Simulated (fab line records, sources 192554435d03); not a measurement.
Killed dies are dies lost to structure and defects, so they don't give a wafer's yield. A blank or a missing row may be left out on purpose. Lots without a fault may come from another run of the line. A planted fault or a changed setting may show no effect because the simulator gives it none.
Chamber matching | flow n5_finfet | N5_BEOL_M1_PRE_CLEAN_60 on cvd_co-02: 3 sister chambers
The step time 15 s. 20 wafers are shown with their chamber, then 10 later ones without.

WAFERS WITH THEIR CHAMBER
wafer  | chamber | heater_power_w (W)
L074.3 | 1       | 168
L074.4 | 2       | 63
L074.5 | 0       | 112
L076.3 | 0       | 112
L076.5 | 2       | 65
L076.6 | 0       | 111
L077.1 | 0       | 109
L077.4 | 0       | 112
L077.5 | 2       | 65
L078.2 | 1       | 167
L078.5 | 0       | 112
L078.6 | 1       | 163
L079.1 | 1       | 164
L079.2 | 0       | 114
L079.3 | 2       | 66
L081.2 | 1       | 165
L081.4 | 2       | 65
L081.5 | 0       | 112
L084.2 | 0       | 112
L084.3 | 1       | 165

SIGNATURES (means of the wafers above)
reading        | chamber 0 | chamber 1 | chamber 2 | scatter within a chamber
heater_power_w | 111.78    | 165.33    | 64.80     | 1.45
Rule: a wafer's distance from a chamber is the root of the sum, over the readings, of the square of ((its reading less the chamber's mean) divided by the reading's scatter). The wafer belongs to the nearest chamber; if the next one is less than 2 further off, it can't be placed. The scatter: the root of (the sum of the squares of (reading less its chamber's mean) over the shown wafers, divided by (wafers less chambers)).

WAFERS WITHOUT THEIR CHAMBER
wafer  | heater_power_w (W)
L084.4 | 109
L086.4 | 165
L086.5 | 111
L086.6 | 68
L090.1 | 113
L090.2 | 170
L090.3 | 64
L094.1 | 65
L094.2 | 113
L094.4 | 113

WHICH CHAMBER EACH WENT THROUGH
wafer  | from the rows above | in truth
L084.4 | 0                   | 0
L086.4 | 1                   | 1
L086.5 | 0                   | 0
L086.6 | 2                   | 2
L090.1 | 0                   | 0
L090.2 | 1                   | 1
L090.3 | 2                   | 2
L094.1 | 2                   | 2
L094.2 | 0                   | 0
L094.4 | 0                   | 0
Placed correctly: 10 of 10. Can't be placed from these rows: 0. Placed wrongly: 0.
